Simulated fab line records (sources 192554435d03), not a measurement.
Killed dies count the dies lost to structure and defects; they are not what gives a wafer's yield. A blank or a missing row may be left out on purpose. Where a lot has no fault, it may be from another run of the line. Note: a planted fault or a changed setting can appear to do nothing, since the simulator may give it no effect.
Matching of chambers	flow n5Finfet	N5_BEOL_M14_DESCUM_33 on rieDiel-01: 4 sister chambers
The step chemistry O2, time 7.9 s. 20 wafers are shown with their chamber, then 10 later ones without.

WAFERS WITH THEIR CHAMBER
wafer	chamber	showerheadPlenumPTorr (Torr)	throttleValvePct (%)	drypumpMotorCurrentA (A)
L074.4	1	2.22	20.02	5.9
L074.5	1	2.22	20.02	5.8
L074.6	0	2.13	20.20	5.5
L075.1	1	2.22	20.03	5.9
L075.2	0	2.13	20.19	5.5
L075.4	2	2.14	20.33	5.2
L077.1	1	2.21	20.04	5.9
L077.2	0	2.13	20.20	5.5
L077.3	3	2.09	20.47	6.0
L080.1	2	2.14	20.34	5.1
L080.2	3	2.09	20.46	6.0
L080.6	0	2.13	20.22	5.4
L081.1	0	2.13	20.24	5.5
L081.3	1	2.21	20.05	5.9
L081.4	2	2.14	20.36	5.2
L083.1	1	2.21	20.05	5.9
L083.4	3	2.08	20.50	6.0
L083.6	2	2.13	20.35	5.2
L087.1	0	2.13	20.22	5.5
L087.3	3	2.08	20.48	6.0

SIGNATURES, as means of the wafers listed above
reading	chamber 0	chamber 1	chamber 2	chamber 3	scatter within a chamber
showerheadPlenumPTorr	2.1300	2.2150	2.1375	2.0850	0.00451
throttleValvePct	20.2117	20.0350	20.3450	20.4775	0.0158
drypumpMotorCurrentA	5.483	5.883	5.175	6.000	0.0389
Rule: a wafer lies at a distance from a chamber equal to the root of the sum of squares, over the readings, of (its reading less the chamber's mean, divided by the reading's scatter). The wafer belongs to the nearest chamber; if the next one is less than 2 further off, it can't be placed. The scatter is the square root of a quotient: the sum, over the shown wafers, of each reading's squared deviation from its chamber's mean, divided by wafers minus chambers.

WAFERS MISSING THEIR CHAMBER
wafer	showerheadPlenumPTorr (Torr)	throttleValvePct (%)	drypumpMotorCurrentA (A)
L087.6	2.13	20.36	5.2
L089.1	2.13	20.38	5.2
L089.4	2.21	20.09	5.9
L089.6	2.12	20.22	5.5
L090.2	2.20	20.10	5.9
L090.3	2.12	20.26	5.5
L090.4	2.08	20.51	6.0
L094.2	2.12	20.38	5.1
L094.4	2.07	20.51	6.0
L094.5	2.20	20.11	5.9

WHICH CHAMBER EACH WENT THROUGH
wafer	from the rows above	in truth
L087.6	2	2
L089.1	2	2
L089.4	1	1
L089.6	0	0
L090.2	1	1
L090.3	0	0
L090.4	3	3
L094.2	2	2
L094.4	3	3
L094.5	1	1
Placed correctly: 10 of 10. Can't be placed from these rows: 0. 0 placed wrongly.
